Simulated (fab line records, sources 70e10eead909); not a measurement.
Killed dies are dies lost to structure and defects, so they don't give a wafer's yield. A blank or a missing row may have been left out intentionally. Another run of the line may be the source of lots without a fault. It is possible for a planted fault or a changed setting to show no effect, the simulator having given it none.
Chamber matching || flow nand harc || NHARC_A_M1_DEP_33 on pecvd-03 has 3 sister chambers
The step deposits SiCN, target thk 30 nm. 3 wafers are shown with their chamber, then 11 later ones without.

EACH WAFER AND ITS CHAMBER
{"wafer": "L082.5", "chamber": 1, "heater power w (W)": 511}
{"wafer": "L087.5", "chamber": 2, "heater power w (W)": 500}
{"wafer": "L090.3", "chamber": 0, "heater power w (W)": 517}

WAFERS MISSING THEIR CHAMBER
{"wafer": "L090.5", "heater power w (W)": 521}
{"wafer": "L090.6", "heater power w (W)": 488}
{"wafer": "L091.1", "heater power w (W)": 440}
{"wafer": "L091.3", "heater power w (W)": 449}
{"wafer": "L091.4", "heater power w (W)": 520}
{"wafer": "L092.4", "heater power w (W)": 520}
{"wafer": "L092.5", "heater power w (W)": 511}
{"wafer": "L092.6", "heater power w (W)": 513}
{"wafer": "L095.1", "heater power w (W)": 522}
{"wafer": "L095.4", "heater power w (W)": 549}
{"wafer": "L095.6", "heater power w (W)": 522}

WHICH CHAMBER EACH ONE RAN IN
{"wafer": "L090.5", "from the rows above": "can't be placed: 0 or 1 or 2", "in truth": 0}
{"wafer": "L090.6", "from the rows above": "can't be placed: 2 or 1 or 0", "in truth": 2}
{"wafer": "L091.1", "from the rows above": "can't be placed: 2 or 1 or 0", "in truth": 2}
{"wafer": "L091.3", "from the rows above": "can't be placed: 2 or 1 or 0", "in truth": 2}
{"wafer": "L091.4", "from the rows above": "can't be placed: 0 or 1 or 2", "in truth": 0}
{"wafer": "L092.4", "from the rows above": "can't be placed: 0 or 1 or 2", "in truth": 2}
{"wafer": "L092.5", "from the rows above": "can't be placed: 1 or 0 or 2", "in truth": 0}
{"wafer": "L092.6", "from the rows above": "can't be placed: 1 or 0 or 2", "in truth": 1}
{"wafer": "L095.1", "from the rows above": "can't be placed: 0 or 1 or 2", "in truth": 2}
{"wafer": "L095.4", "from the rows above": "can't be placed: 0 or 1 or 2", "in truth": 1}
{"wafer": "L095.6", "from the rows above": "can't be placed: 0 or 1 or 2", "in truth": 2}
Placed correctly: 0 of 11. Can't be placed from these rows: 11 (the true chamber is among the candidates in 11). 0 placed wrongly.
How it was worked out, from the rows above alone: a wafer's distance from a chamber is the root of the sum, over the readings, of the square of ((its reading less the chamber's mean) divided by the reading's scatter). The wafer belongs to the nearest chamber; if the next one is less than 2 further off, it can't be placed. For every chamber, the mean is computed from those of its wafers that are shown. The scatter: with one shown wafer a chamber, the root of the mean of the squares of how far each hidden wafer lies from its nearest shown one.
